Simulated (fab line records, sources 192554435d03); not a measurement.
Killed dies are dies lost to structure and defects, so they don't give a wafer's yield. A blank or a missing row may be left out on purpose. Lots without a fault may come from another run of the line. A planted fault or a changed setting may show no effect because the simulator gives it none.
Split-lot experiment | flow n5_finfet | 7 lots, 21 wafers read, on a route of 1938 steps

THE SPLIT
At N5_BEOL_M9_EXPOSE_25 (exposes mask V8), the setting dose_mj was moved away from the recipe's 37.25 on 8 of the 21 wafers read, by -6.2% to +5.9%. The other wafers ran this setting at the recipe's value.

FROM THE SPLIT TO THE READING: what the file shows between them, 2 steps
- N5_BEOL_M9_PEB_26: peb time 60 s
- N5_BEOL_M9_DEVELOP_27: develop time 30 s

THE READING
cd_nm, in nm, at N5_BEOL_M9_CD_MEAS_28 (target cd 70 nm). Fault-free wafers of this fab line usually give 70.11 nm, standard deviation 0.3 nm.

wafer  | tool, chamber at the split | dose_mj as run | against the recipe | cd_nm, nm | against lot-mates on the recipe
L075.2 | euv_scanner-02, 0          | 34.96          | -6.1%              | 68.59     | -1.76
L075.3 | euv_scanner-02, 0          | 37.25          | recipe             | 70.35     | -
L075.5 | euv_scanner-02, 0          | 34.96          | -6.1%              | 68.40     | -1.95
L085.1 | euv_scanner-02, 0          | 39.03          | +4.8%              | 70.89     | no lot-mate on the recipe
L085.4 | euv_scanner-02, 0          | 39.03          | +4.8%              | 71.23     | no lot-mate on the recipe
L085.6 | euv_scanner-02, 0          | 39.03          | +4.8%              | 71.38     | no lot-mate on the recipe
L084.3 | euv_scanner-02, 0          | 37.25          | recipe             | 70.44     | -
L084.5 | euv_scanner-02, 0          | 37.25          | recipe             | 70.63     | -
L084.6 | euv_scanner-02, 0          | 37.25          | recipe             | 70.23     | -
L090.3 | euv_scanner-01, 0          | 37.25          | recipe             | 70.26     | -
L090.4 | euv_scanner-01, 0          | 37.25          | recipe             | 70.49     | -
L090.5 | euv_scanner-01, 0          | 37.25          | recipe             | 69.68     | -
L096.2 | euv_scanner-01, 0          | 37.25          | recipe             | 70.22     | -
L096.3 | euv_scanner-01, 0          | 37.25          | recipe             | 70.13     | -
L096.5 | euv_scanner-01, 0          | 37.25          | recipe             | 69.55     | -
L093.3 | euv_scanner-02, 0          | 34.94          | -6.2%              | 68.58     | -1.54
L093.4 | euv_scanner-02, 0          | 37.25          | recipe             | 70.17     | -
L093.5 | euv_scanner-02, 0          | 37.25          | recipe             | 70.06     | -
L092.1 | euv_scanner-02, 0          | 39.45          | +5.9%              | 71.03     | +1.51
L092.3 | euv_scanner-02, 0          | 39.45          | +5.9%              | 71.26     | +1.74
L092.4 | euv_scanner-02, 0          | 37.25          | recipe             | 69.52     | -

THE FIT
A straight line over all 21 wafers: cd_nm changes by +0.226 nm for each +1% of dose_mj; r = +0.93; the points scatter about the line by 0.32 nm.
The same after taking each lot's own level away (the mean of its wafers on the recipe; 18 wafers): +0.28 nm for each +1%; r = +0.97; scatter 0.23 nm.
On that fit, the largest move of dose_mj shifts the reading by 1.7 nm.
The lots' own levels span 69.520 to 70.433 nm, that is 3.0 times the standard deviation above.
So the lot-to-lot level changes the slope: the two fits differ.
Check: with one of the wafers moved furthest among these (-6.2%) left out of the fit, the line predicts -1.81 nm for it against its lot-mates. It came out at -1.54 nm against them.

OTHER SPLITS ON THESE WAFERS
These wafers also went through other splits before the reading. Each is held against what the fit with the lots' levels taken away leaves over:
other split on the same wafers | wafers away from the commonest value | r with cd_nm (lot level and that fit taken away)
N5_BEOL_M7_EXPOSE_25 dose_mj   | 9                                    | +0.19
N5_BEOL_M7_DESCUM_33 time_s    | 2                                    | +0.18
N5_BEOL_M8_EXPOSE_25 dose_mj   | 6                                    | -0.17
N5_BEOL_M8_ETCH_65 source_w    | 8                                    | +0.20

THE FILE'S OWN FIT
cd_nm changes by +0.275 nm for each +1% of dose_mj, r = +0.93.
